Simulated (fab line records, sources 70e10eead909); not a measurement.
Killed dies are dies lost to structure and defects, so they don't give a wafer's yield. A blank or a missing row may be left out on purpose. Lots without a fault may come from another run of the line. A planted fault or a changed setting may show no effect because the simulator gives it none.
Chamber matching | flow nand_harc | NHARC_A_M0_PRE_CLEAN_31 on pecvd-03: 3 sister chambers
The step time 12 s. 14 wafers are shown with their chamber, then 7 later ones without.

WAFERS WITH THEIR CHAMBER
wafer  | chamber | heater_power_w (W) | rf_fwd_power_W (W)
L079.2 | 1       | 642                | 290.8
L079.4 | 0       | 524                | 293.3
L079.6 | 1       | 660                | 291.5
L080.2 | 2       | 569                | 291.6
L080.5 | 2       | 555                | 291.9
L080.6 | 1       | 601                | 292.7
L082.1 | 1       | 565                | 291.7
L082.4 | 0       | 534                | 294.0
L082.6 | 1       | 572                | 292.2
L085.2 | 1       | 654                | 292.7
L085.4 | 0       | 533                | 292.7
L085.5 | 2       | 658                | 291.4
L086.1 | 0       | 537                | 291.7
L086.5 | 0       | 515                | 291.8

SIGNATURES (means of the wafers above)
reading        | chamber 0 | chamber 1 | chamber 2 | scatter within a chamber
heater_power_w | 528.60    | 615.67    | 594.00    | 37.4
rf_fwd_power_W | 292.700   | 291.933   | 291.633   | 0.784
Rule: a wafer's distance from a chamber is the root of the sum, over the readings, of the square of ((its reading less the chamber's mean) divided by the reading's scatter). The wafer belongs to the nearest chamber; if the next one is less than 2 further off, it can't be placed. The scatter: the root of (the sum of the squares of (reading less its chamber's mean) over the shown wafers, divided by (wafers less chambers)).

WAFERS WITHOUT THEIR CHAMBER
wafer  | heater_power_w (W) | rf_fwd_power_W (W)
L086.6 | 539                | 292.1
L090.1 | 435                | 292.9
L090.4 | 673                | 291.1
L090.5 | 442                | 293.7
L097.2 | 648                | 292.8
L097.4 | 639                | 293.3
L097.5 | 646                | 292.8

WHICH CHAMBER EACH WENT THROUGH
wafer  | from the rows above          | in truth
L086.6 | can't be placed: 0 or 2 or 1 | 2
L090.1 | 0                            | 0
L090.4 | can't be placed: 1 or 2      | 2
L090.5 | 0                            | 0
L097.2 | can't be placed: 1 or 2 or 0 | 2
L097.4 | can't be placed: 1 or 2 or 0 | 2
L097.5 | can't be placed: 1 or 2 or 0 | 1
Placed correctly: 2 of 7. Can't be placed from these rows: 5 (the true chamber is among the candidates in 5). Placed wrongly: 0.
